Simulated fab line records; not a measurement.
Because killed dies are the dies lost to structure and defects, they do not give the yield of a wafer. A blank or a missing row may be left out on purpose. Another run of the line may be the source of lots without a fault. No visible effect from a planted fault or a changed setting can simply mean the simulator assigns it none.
Chamber matching    flow n5 finfet    4 sister chambers for N5_BEOL_M2_STRIP_36 on rie diel-06
The step strips in N2/H2. 7 wafers are shown with their chamber, then 7 later ones without.

## EACH WAFER AND ITS CHAMBER
wafer   chamber  showerhead plenum p Torr (Torr)  throttle valve pct (%)
L074.2  1        2.51                             23.65
L080.5  3        2.64                             23.48
L080.6  2        2.50                             23.36
L083.1  3        2.63                             23.48
L083.5  0        2.65                             23.74
L092.1  2        2.49                             23.38
L092.2  0        2.64                             23.76

## WAFERS WITHOUT THEIR CHAMBER
wafer   showerhead plenum p Torr (Torr)  throttle valve pct (%)
L092.3  2.63                             23.53
L095.1  2.48                             23.39
L095.2  2.62                             23.55
L095.3  2.63                             23.74
L095.4  2.62                             23.54
L095.5  2.64                             23.77
L095.6  2.48                             23.37

## THE CHAMBER EACH PASSED THROUGH
wafer   from the rows above  in truth
L092.3  3                    3
L095.1  2                    2
L095.2  3                    3
L095.3  0                    0
L095.4  3                    3
L095.5  0                    0
L095.6  2                    2
Placed correctly: 7 of 7. Can't be placed from these rows: 0. 0 placed wrongly.
How it was worked out, from the rows above alone: a wafer's distance from a chamber is the root of the sum, over the readings, of the square of ((its reading less the chamber's mean) divided by the reading's scatter). The wafer belongs to the nearest chamber; if the next one is less than 2 further off, it can't be placed. For every chamber, the mean is computed from those of its wafers that are shown. How the scatter is found: for the shown wafers, subtract from each reading the mean of its chamber, square and add these, divide the total by (wafers less chambers), then take the root.
